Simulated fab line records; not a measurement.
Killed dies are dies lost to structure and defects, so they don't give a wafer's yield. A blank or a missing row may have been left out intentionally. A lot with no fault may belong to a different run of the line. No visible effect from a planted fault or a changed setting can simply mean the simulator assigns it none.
Split-lot trial | flow n5_finfet | 39 wafers read from 7 lots, route of 1938 steps

== ON THE SPLIT ==
At N5_PASSIVATION_DEVELOP_09 (develop time 60 s), the setting develop_time_s was moved away from the recipe's 60 s on 15 of the 39 wafers read, by -56.3% to +50.1%. For the rest of the wafers, this setting stayed at what the recipe calls for.

== SPLIT TO READING: what lies between them in the file, 1 step ==
- N5_PASSIVATION_HARDBAKE_11: time 120 s

== THE READING ==
Shown in nm: cd_nm at N5_PASSIVATION_CD_MEAS_10, with target cd 3000 nm. Typical for fault-free wafers on this fab line: 3000.0 nm, with standard deviation 2.2 nm.

wafer  | tool, chamber at the split | develop_time_s as run, s | against the recipe | cd_nm, nm | against lot-mates on the recipe
L079.1 | litho_track-03, 0          | 60                       | recipe             | 3001.7    | -
L079.2 | litho_track-03, 0          | 74.78                    | +24.6%             | 3007.5    | +5.3
L079.3 | litho_track-03, 0          | 74.78                    | +24.6%             | 3008.7    | +6.5
L079.4 | litho_track-03, 0          | 60                       | recipe             | 3003.6    | -
L079.5 | litho_track-03, 0          | 60                       | recipe             | 3001.4    | -
L079.6 | litho_track-03, 0          | 74.78                    | +24.6%             | 3006.4    | +4.2
L082.1 | litho_track-04, 0          | 60                       | recipe             | 3002.1    | -
L082.2 | litho_track-04, 0          | 84.61                    | +41.0%             | 3009.6    | +8.5
L082.3 | litho_track-04, 0          | 60                       | recipe             | 3000.5    | -
L082.4 | litho_track-04, 0          | 84.61                    | +41.0%             | 3005.9    | +4.8
L082.5 | litho_track-04, 0          | 60                       | recipe             | 3000.6    | -
L082.6 | litho_track-04, 0          | 84.61                    | +41.0%             | 3008.6    | +7.5
L089.1 | litho_track-03, 0          | 60                       | recipe             | 3000.9    | -
L089.2 | litho_track-03, 0          | 60                       | recipe             | 2998.5    | -
L089.3 | litho_track-03, 0          | 60                       | recipe             | 2998.9    | -
L089.4 | litho_track-03, 0          | 60                       | recipe             | 3000.5    | -
L089.5 | litho_track-03, 0          | 60                       | recipe             | 3001.7    | -
L089.6 | litho_track-03, 0          | 60                       | recipe             | 2998.2    | -
L090.1 | litho_track-03, 0          | 60                       | recipe             | 3000.3    | -
L090.2 | litho_track-03, 0          | 26.22                    | -56.3%             | 2981.5    | -19.0
L090.3 | litho_track-03, 0          | 60                       | recipe             | 3000.1    | -
L090.4 | litho_track-03, 0          | 26.22                    | -56.3%             | 2983.2    | -17.3
L090.5 | litho_track-03, 0          | 26.22                    | -56.3%             | 2982.6    | -17.9
L090.6 | litho_track-03, 0          | 60                       | recipe             | 3001.2    | -
L094.1 | litho_track-03, 0          | 60                       | recipe             | 3001.9    | -
L094.2 | litho_track-03, 0          | 60                       | recipe             | 3001.0    | -
L094.3 | litho_track-03, 0          | 30.39                    | -49.3%             | 2985.5    | -14.6
L094.4 | litho_track-03, 0          | 30.39                    | -49.3%             | 2984.9    | -15.2
L094.5 | litho_track-03, 0          | 30.39                    | -49.3%             | 2985.6    | -14.5
L094.6 | litho_track-03, 0          | 60                       | recipe             | 2997.5    | -
L097.1 | litho_track-01, 0          | 60                       | recipe             | 2994.1    | -
L097.2 | litho_track-01, 0          | 90.07                    | +50.1%             | 3006.1    | +9.1
L097.3 | litho_track-01, 0          | 60                       | recipe             | 2997.6    | -
L097.4 | litho_track-01, 0          | 60                       | recipe             | 2999.4    | -
L097.5 | litho_track-01, 0          | 90.07                    | +50.1%             | 3007.8    | +10.8
L097.6 | litho_track-01, 0          | 90.07                    | +50.1%             | 3008.3    | +11.3
L095.1 | litho_track-03, 0          | 60                       | recipe             | 2997.7    | -
L095.2 | litho_track-03, 0          | 60                       | recipe             | 3000.3    | -
L095.6 | litho_track-03, 0          | 60                       | recipe             | 3000.7    | -

THE FIT
A straight line over all 39 wafers: cd_nm changes by +0.251 nm for each +1% of develop_time_s; r = +0.95; the points scatter about the line by 2.5 nm.
The same after taking each lot's own level away (the mean of its wafers on the recipe; 39 wafers): +0.259 nm for each +1%; r = +0.97; scatter 1.9 nm.
On that fit, the largest move of develop_time_s shifts the reading by 15 nm.
The lots' own levels span 2997.03 to 3002.23 nm, that is 2.4 times the standard deviation above.
The two slopes agree, so the slope changes little with the lot-to-lot level.
Check: with one of the wafers moved furthest among these (-56.3%) left out of the fit, the line predicts -15.1 nm for it against its lot-mates. Against them it came out at -19 nm.

== THESE WAFERS: OTHER SPLITS ==
Before the reading, these wafers also passed through other splits. Each is held against what the fit with the lots' levels taken away leaves over:
other split on the same wafers          | wafers away from the commonest value | r with cd_nm (lot level and that fit taken away)
N5_BEOL_M0_SAQP_ETCH_106 target_depth_a | 9                                    | -0.08
N5_BEOL_M1_HM_DEP_02 target_thk_a       | 6                                    | +0.19
N5_BEOL_M7_ILD_DEP_00 time_s            | 18                                   | +0.04
N5_BEOL_M9_ETCH_66 target_depth_a       | 15                                   | +0.12
N5_BEOL_M11_ETCH_66 time_s              | 18                                   | +0.04
N5_BEOL_M13_DEP_53 time_s               | 18                                   | +0.14

== THE WHOLE CHAIN: every reading that the file lists as answering this split, in the file's order ==
step                      | what it does             | reading                                                         | change (the file's fit)               | r (the file's)
N5_PASSIVATION_CD_MEAS_10 | target cd 3000 nm        | cd_nm                                                           | +0.258 nm for each +1% of the setting | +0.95
N5_PASSIVATION_DESCUM_12  | chemistry O2, time 7.9 s | TV_LITHO.cd_nm (the simulator's own value, which no gauge read) | +0.268 nm for each +1% of the setting | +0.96

== FILE'S OWN FIT ==
cd_nm changes by +0.258 nm for each +1% of develop_time_s, r = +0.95.
